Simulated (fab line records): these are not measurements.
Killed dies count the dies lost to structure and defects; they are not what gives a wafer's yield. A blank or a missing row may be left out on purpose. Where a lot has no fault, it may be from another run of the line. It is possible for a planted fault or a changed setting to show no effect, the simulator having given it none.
Which tool did it? ; flow nand harc ; Sampling: 24 lots, 72 wafers, 6 of 1302 route steps

## WHAT THE GAUGES SHOWED, per wafer
Not one reading of a measure or inspect step in the record can be checked against a usual standard deviation.

## WHAT TOOL EACH LOT RAN ON (gives the tool, then ch and the chambers of the sampled wafers, and finally the start)
lot;NHARC_A_STAIRCASE_HM_DEP_456;NHARC_A_STAIRCASE_ETCH_313;NHARC_A_STAIRCASE_CMP_450;NHARC_A_SLIT_ETCH_29;NHARC_A_WL_FILL_ALD_00;NHARC_A_WL_FILL_ETCHBACK_05
L075;acl dep-03 ch 0, day 16 12:02;rie diel-02 ch 0,1,3, day 17 06:16;cmp-03 ch 0,1,2, day 19 11:51;rie diel-03 ch 1,2,3, day 20 12:44;ald hk-03 ch 0,1,2, day 20 20:00;rie metal-03 ch 0,1, day 20 21:33
L074;acl dep-03 ch 0, day 16 13:53;rie diel-02 ch 1,2, day 17 08:01;cmp-01 ch 0,3, day 19 12:04;rie diel-07 ch 1,2,3, day 20 10:32;ald hk-03 ch 0,1,2, day 20 17:50;rie metal-01 ch 0,1, day 20 19:22
L076;acl dep-03 ch 0, day 17 10:18;rie diel-04 ch 1,2, day 18 01:53;cmp-03 ch 0,1,2, day 20 02:40;rie diel-03 ch 0,2,3, day 20 23:11;ald hk-02 ch 1,3, day 21 06:25;rie metal-01 ch 0,1, day 21 07:58
L078;acl dep-03 ch 0, day 17 17:10;rie diel-02 ch 2,3, day 18 09:25;cmp-03 ch 2,3, day 20 08:56;rie diel-07 ch 1,2, day 21 06:40;ald hk-04 ch 0,1, day 21 13:50;rie metal-03 ch 0,1, day 21 15:23
L079;acl dep-02 ch 0, day 17 20:35;rie diel-12 ch 1,3, day 18 14:59;cmp-03 ch 0,1,3, day 20 17:37;rie diel-11 ch 0,3, day 21 13:48;ald hk-02 ch 1,2,3, day 21 21:15;rie metal-03 ch 0,1, day 21 22:45
L077;acl dep-02 ch 0, day 17 23:01;rie diel-04 ch 0,1,3, day 18 13:47;cmp-03 ch 1,2, day 20 17:54;rie diel-07 ch 0,2,3, day 21 14:17;ald hk-04 ch 0,1,2, day 21 21:10;rie metal-01 ch 0,1, day 21 22:39
L080;acl dep-02 ch 0, day 18 17:18;rie diel-02 ch 0,1,3, day 19 13:31;cmp-01 ch 0,2,3, day 21 14:02;rie diel-11 ch 2,3, day 22 15:47;ald hk-03 ch 1,3, day 22 22:57;rie metal-03 ch 0,1, day 23 00:31
L081;acl dep-01 ch 0, day 19 07:38;rie diel-02 ch 0,1,2, day 19 23:28;cmp-01 ch 2,3, day 22 02:13;rie diel-03 ch 1,2,3, day 22 22:22;ald hk-03 ch 1,2, day 23 05:34;rie metal-03 ch 0,1, day 23 07:07
L083;acl dep-02 ch 0, day 19 14:53;rie diel-02 ch 0,2,3, day 20 06:32;cmp-01 ch 0,1,3, day 22 08:40;rie diel-03 ch 0,1,2, day 23 09:57;ald hk-03 ch 0,2,3, day 23 17:10;rie metal-02 ch 0,1, day 23 19:00
L082;acl dep-01 ch 0, day 19 16:20;rie diel-12 ch 1,2,3, day 20 09:18;cmp-04 ch 2,3, day 22 09:23;rie diel-07 ch 0,1,3, day 23 06:34;ald hk-03 ch 2,3, day 23 13:46;rie metal-01 ch 0,1, day 23 15:17
L084;acl dep-01 ch 0, day 20 10:27;rie diel-04 ch 0,1,2, day 21 01:20;cmp-01 ch 0,3, day 23 02:05;rie diel-03 ch 0,3, day 23 23:08;ald hk-02 ch 0,1,2, day 24 06:20;rie metal-02 ch 1, day 24 08:15
L085;acl dep-01 ch 0, day 21 04:38;rie diel-04 ch 0,1,2, day 21 18:00;cmp-03 ch 0,1, day 23 14:33;rie diel-07 ch 0,1, day 24 13:43;ald hk-02 ch 0,1,3, day 24 20:59;rie metal-01 ch 0,1, day 24 22:41
L086;acl dep-02 ch 0, day 21 11:42;rie diel-04 ch 0,1, day 22 05:15;cmp-04 ch 0,1,3, day 24 01:05;rie diel-11 ch 0,1,2, day 24 22:35;ald hk-03 ch 0,3, day 25 05:49;rie metal-03 ch 0,1, day 25 07:26
L087;acl dep-03 ch 0, day 21 20:26;rie diel-02 ch 0,1,2, day 22 11:52;cmp-01 ch 1,2, day 24 15:17;rie diel-11 ch 0,1,2, day 25 16:37;ald hk-04 ch 0,2,3, day 25 23:52;rie metal-02 ch 0,1, day 26 01:24
L089;acl dep-02 ch 0, day 22 13:10;rie diel-02 ch 1,2, day 23 06:05;cmp-03 ch 2,3, day 25 04:10;rie diel-07 ch 1,2, day 26 04:43;ald hk-02 ch 0,2,3, day 26 13:24;rie metal-03 ch 0,1, day 26 14:56
L088;acl dep-03 ch 0, day 22 16:17;rie diel-02 ch 0,2,3, day 23 10:06;cmp-04 ch 0,1,2, day 25 04:14;rie diel-03 ch 1,2,3, day 26 03:04;ald hk-03 ch 1,2, day 26 10:20;rie metal-01 ch 0,1, day 26 12:03
L091;acl dep-03 ch 0, day 23 01:45;rie diel-04 ch 0,1, day 23 17:35;cmp-03 ch 0,2,3, day 25 23:10;rie diel-03 ch 0,1,2, day 27 01:43;ald hk-03 ch 2,3, day 27 08:56;rie metal-01 ch 0,1, day 27 12:45
L090;acl dep-03 ch 0, day 23 05:37;rie diel-04 ch 2,3, day 23 20:15;cmp-01 ch 0,3, day 25 23:17;rie diel-11 ch 0,1,3, day 27 02:00;ald hk-02 ch 1,3, day 27 08:56;rie metal-03 ch 0,1, day 27 12:08
L092;acl dep-02 ch 0, day 23 13:29;rie diel-02 ch 0,1, day 24 08:07;cmp-01 ch 2,3, day 26 14:33;rie diel-07 ch 1,2,3, day 27 10:41;ald hk-02 ch 0,2,3, day 27 18:27;rie metal-01 ch 0,1, day 27 20:15
L093;acl dep-02 ch 0, day 23 16:09;rie diel-02 ch 0,2,3, day 24 11:37;cmp-04 ch 0,1,3, day 26 14:16;rie diel-11 ch 0,2,3, day 27 12:08;ald hk-02 ch 0,1,3, day 27 18:34;rie metal-03 ch 0,1, day 27 20:52
L094;acl dep-03 ch 0, day 24 13:08;rie diel-04 ch 1,2, day 25 02:03;cmp-03 ch 0,1, day 27 01:14;rie diel-11 ch 0,1, day 27 21:37;ald hk-02 ch 0,3, day 28 04:52;rie metal-03 ch 0,1, day 28 06:23
L095;acl dep-01 ch 0, day 25 08:27;rie diel-12 ch 0,3, day 26 02:22;cmp-04 ch 1,2,3, day 28 02:37;rie diel-03 ch 0,1,2, day 28 22:27;ald hk-04 ch 1,2,3, day 29 05:40;rie metal-03 ch 1, day 29 07:13
L096;acl dep-02 ch 0, day 25 09:09;rie diel-02 ch 0,2, day 26 01:57;cmp-03 ch 0,1,3, day 28 02:18;rie diel-11 ch 0,1,2, day 28 23:40;ald hk-03 ch 2,3, day 29 05:40;rie metal-01 ch 0,1, day 29 07:13
L097;acl dep-02 ch 0, day 26 05:34;rie diel-02 ch 0,2,3, day 27 01:11;cmp-04 ch 0,3, day 29 00:19;rie diel-07 ch 1,2,3, day 29 23:39;ald hk-03 ch 2,3, day 30 08:50;rie metal-02 ch 0,1, day 30 10:21
- NHARC_A_STAIRCASE_HM_DEP_456: deposits aC, target thk 3100 nm.
- NHARC_A_STAIRCASE_ETCH_313: etches the open film in CF4/CHF3.
- NHARC_A_STAIRCASE_CMP_450: polishes SiO2, target thk 200 nm.
- NHARC_A_SLIT_ETCH_29: etches the open film in CF4/O2, target depth 100 nm, overetch 10 nm, time 55 s.
- NHARC_A_WL_FILL_ALD_00: deposits Al2O3, target thk 3 nm, pulse time 3 s, ald cycles 30.
- NHARC_A_WL_FILL_ETCHBACK_05: etches the open film in Cl2/BCl3, target depth 22 nm, time 60 s.

## AS READ BY THE TOOLS THEMSELVES (means over the sampled wafers that have a number; for cases with no such wafer, the mark the record gives instead)
NHARC_A_STAIRCASE_HM_DEP_456. Usual: throttle valve pct reads 35.000 % (standard deviation 0.0092).
lot;tool;throttle valve pct (%);flag
L075;acl dep-03;35.001;
L074;acl dep-03;34.999;
L076;acl dep-03;35.013;
L078;acl dep-03;35.000;
L079;acl dep-02;34.997;
L077;acl dep-02;35.007;
L080;acl dep-02;34.999;
L081;acl dep-01;34.995;
L083;acl dep-02;34.997;
L082;acl dep-01;34.998;
L084;acl dep-01;34.992;
L085;acl dep-01;34.999;
L086;acl dep-02;34.994;
L087;acl dep-03;35.002;
L089;acl dep-02;35.001;
L088;acl dep-03;35.001;
L091;acl dep-03;35.001;
L090;acl dep-03;35.002;
L092;acl dep-02;35.013;
L093;acl dep-02;34.995;
L094;acl dep-03;35.011;
L095;acl dep-01;35.003;
L096;acl dep-02;34.995;
L097;acl dep-02;34.993;

NHARC_A_STAIRCASE_ETCH_313. Usual: drypump motor current A 5.8 A, standard deviation 0.53; oes product au 0.935 a.u., standard deviation 0.021; rf vpp V 371.8 V, standard deviation 1.8; showerhead plenum p Torr 1.61 Torr, standard deviation 0.053; throttle valve pct 16.802 %, standard deviation 0.0097.
lot;tool;drypump motor current A (A);oes product au (a.u.);rf vpp V (V);showerhead plenum p Torr (Torr);throttle valve pct (%);flag
L075;rie diel-02;5.8;0.924;371.3;1.60;16.801;
L074;rie diel-02;5.4;0.917;371.2;1.58;16.798;
L076;rie diel-04;6.1;0.921;375.1;1.70;16.798;
L078;rie diel-02;5.6;0.987;371.8;1.61;16.805;
L079;rie diel-12;6.4;0.957;372.4;1.62;16.802;
L077;rie diel-04;5.8;0.922;372.7;1.63;16.802;
L080;rie diel-02;5.8;0.927;372.8;1.60;16.814;
L081;rie diel-02;5.8;0.920;371.5;1.59;16.800;
L083;rie diel-02;5.9;0.924;371.6;1.61;16.803;
L082;rie diel-12;6.0;0.970;371.4;1.58;16.800;
L084;rie diel-04;5.9;0.921;372.6;1.64;16.795;
L085;rie diel-04;5.9;0.932;373.0;1.64;16.805;
L086;rie diel-04;5.5;0.933;370.9;1.59;16.807;
L087;rie diel-02;5.7;0.930;370.7;1.58;16.811;
L089;rie diel-02;5.2;0.922;370.1;1.56;16.793;
L088;rie diel-02;5.9;0.926;371.0;1.60;16.807;
L091;rie diel-04;5.8;0.962;373.5;1.63;16.805;
L090;rie diel-04;6.2;0.972;373.3;1.66;16.804;
L092;rie diel-02;5.6;0.923;370.8;1.58;16.793;
L093;rie diel-02;5.9;0.919;371.8;1.60;16.812;
L094;rie diel-04;6.1;0.919;373.9;1.68;16.801;
L095;rie diel-12;5.9;0.938;372.8;1.64;16.800;
L096;rie diel-02;6.3;0.949;371.8;1.60;16.799;
L097;rie diel-02;5.9;0.924;371.2;1.59;16.802;

NHARC_A_STAIRCASE_CMP_450. Usual: edge zone pressure frac 1.000, standard deviation 0.005; motor current A 11.8 A, standard deviation 1.1.
lot;tool;edge zone pressure frac;motor current A (A);flag
L075;cmp-03;1.000;11.2;
L074;cmp-01;1.000;11.3;
L076;cmp-03;0.998;11.7;
L078;cmp-03;1.005;12.5;
L079;cmp-03;0.997;11.6;
L077;cmp-03;0.998;12.2;
L080;cmp-01;1.000;10.9;
L081;cmp-01;1.007;11.2;
L083;cmp-01;1.004;12.4;
L082;cmp-04;1.001;11.9;
L084;cmp-01;1.000;11.4;
L085;cmp-03;0.999;11.0;
L086;cmp-04;0.998;11.4;
L087;cmp-01;1.000;13.1;
L089;cmp-03;1.004;12.4;
L088;cmp-04;0.998;11.6;
L091;cmp-03;1.000;11.8;
L090;cmp-01;1.001;11.0;
L092;cmp-01;1.007;11.3;
L093;cmp-04;1.001;11.4;
L094;cmp-03;0.999;10.7;
L095;cmp-04;1.005;11.2;
L096;cmp-03;0.996;11.8;
L097;cmp-04;0.997;12.2;

NHARC_A_SLIT_ETCH_29. Usual: drypump motor current A 5.9 A, standard deviation 0.36; oes product au 1.003 a.u., standard deviation 0.011; rf vpp V 198.0 V, standard deviation 1.3; showerhead plenum p Torr 1.35 Torr, standard deviation 0.048; throttle valve pct 13.397 %, standard deviation 0.0092.
lot;tool;drypump motor current A (A);oes product au (a.u.);rf vpp V (V);showerhead plenum p Torr (Torr);throttle valve pct (%);flag
L075;rie diel-03;5.8;0.995;198.6;1.37;13.405;
L074;rie diel-07;6.2;1.008;198.0;1.33;13.401;
L076;rie diel-03;5.8;1.005;198.6;1.35;13.400;
L078;rie diel-07;6.4;1.001;196.5;1.33;13.396;
L079;rie diel-11;5.4;1.003;199.7;1.40;13.400;
L077;rie diel-07;6.0;1.002;197.4;1.32;13.394;
L080;rie diel-11;6.1;1.009;198.6;1.43;13.402;
L081;rie diel-03;5.8;1.003;198.2;1.37;13.391;
L083;rie diel-03;5.7;1.003;198.0;1.34;13.391;
L082;rie diel-07;6.0;1.010;197.0;1.30;13.390;
L084;rie diel-03;5.9;1.006;197.4;1.33;13.401;
L085;rie diel-07;6.2;1.011;197.6;1.30;13.400;
L086;rie diel-11;5.9;1.007;196.7;1.35;13.400;
L087;rie diel-11;6.0;1.011;197.9;1.35;13.393;
L089;rie diel-07;6.4;1.003;198.3;1.35;13.400;
L088;rie diel-03;5.8;0.996;199.1;1.37;13.401;
L091;rie diel-03;5.8;1.006;197.6;1.34;13.398;
L090;rie diel-11;5.6;1.000;198.0;1.36;13.411;
L092;rie diel-07;6.2;1.007;198.0;1.32;13.400;
L093;rie diel-11;5.7;1.003;199.0;1.39;13.393;
L094;rie diel-11;5.6;0.990;198.3;1.32;13.387;
L095;rie diel-03;5.8;1.004;197.8;1.34;13.393;
L096;rie diel-11;6.0;0.995;198.4;1.35;13.396;
L097;rie diel-07;6.2;1.004;197.8;1.32;13.407;

NHARC_A_WL_FILL_ALD_00. Usual: heater power w 452 W, standard deviation 49; precursor pulse height rel 0.999, standard deviation 0.02.
lot;tool;heater power w (W);precursor pulse height rel;flag
L075;ald hk-03;470;0.998;
L074;ald hk-03;466;1.012;
L076;ald hk-02;431;0.997;
L078;ald hk-04;483;1.000;
L079;ald hk-02;433;0.994;
L077;ald hk-04;447;0.996;
L080;ald hk-03;417;1.002;
L081;ald hk-03;459;1.006;
L083;ald hk-03;494;1.005;
L082;ald hk-03;466;0.994;
L084;ald hk-02;464;0.991;
L085;ald hk-02;418;0.996;
L086;ald hk-03;477;1.006;
L087;ald hk-04;435;0.998;
L089;ald hk-02;434;1.010;
L088;ald hk-03;419;0.997;
L091;ald hk-03;490;0.976;
L090;ald hk-02;426;1.003;
L092;ald hk-02;427;1.003;
L093;ald hk-02;421;0.998;
L094;ald hk-02;419;1.017;
L095;ald hk-04;453;0.990;
L096;ald hk-03;500;0.988;
L097;ald hk-03;496;0.998;

NHARC_A_WL_FILL_ETCHBACK_05. Usual: drypump motor current A 5.88 A, standard deviation 0.26; oes product au 1.000 a.u., standard deviation 0.0092; temp c 40.02 C, standard deviation 0.1.
lot;tool;drypump motor current A (A);oes product au (a.u.);temp c (C);flag
L075;rie metal-03;5.80;0.991;40.05;
L074;rie metal-01;5.80;0.998;40.01;
L076;rie metal-01;5.78;1.005;40.03;
L078;rie metal-03;5.80;1.003;40.02;
L079;rie metal-03;5.97;0.997;40.11;
L077;rie metal-01;5.78;0.999;40.07;
L080;rie metal-03;5.96;0.997;39.91;
L081;rie metal-03;5.82;1.004;40.04;
L083;rie metal-02;5.91;0.987;39.99;
L082;rie metal-01;5.79;1.011;39.99;
L084;rie metal-02;6.56;0.990;40.00;
L085;rie metal-01;5.79;0.998;40.06;
L086;rie metal-03;5.98;1.007;40.11;
L087;rie metal-02;6.22;1.002;39.86;
L089;rie metal-03;5.96;1.001;40.09;
L088;rie metal-01;5.79;0.999;40.09;
L091;rie metal-01;5.79;0.987;39.98;
L090;rie metal-03;5.79;1.003;40.04;
L092;rie metal-01;5.80;0.992;39.95;
L093;rie metal-03;5.79;1.002;39.96;
L094;rie metal-03;5.95;1.007;40.07;
L095;rie metal-03;6.12;1.005;40.08;
L096;rie metal-01;5.78;0.994;39.99;
L097;rie metal-02;5.95;0.997;40.00;

## THE ANSWER, worked out from the rows above alone
Rule: take the mean of a lot's wafers that have a number; if it is more than 3 standard deviations from the usual mean, the lot is off. Also off: a lot with no number at a reading for which 4 or more lots have one. Where the step has rows for the other lots, those lots are counted as sound. The gauges are gone through in route order, then the tools' own readings, and for those a lot's mean is taken as printed above. At the first step where some lot is off, the reading lying furthest off is the one used; lots without a number count as furthest.
Nothing can be told from this: no lot is off at any reading shown.

## WHAT HAD BEEN PUT IN BY THE SIMULATOR
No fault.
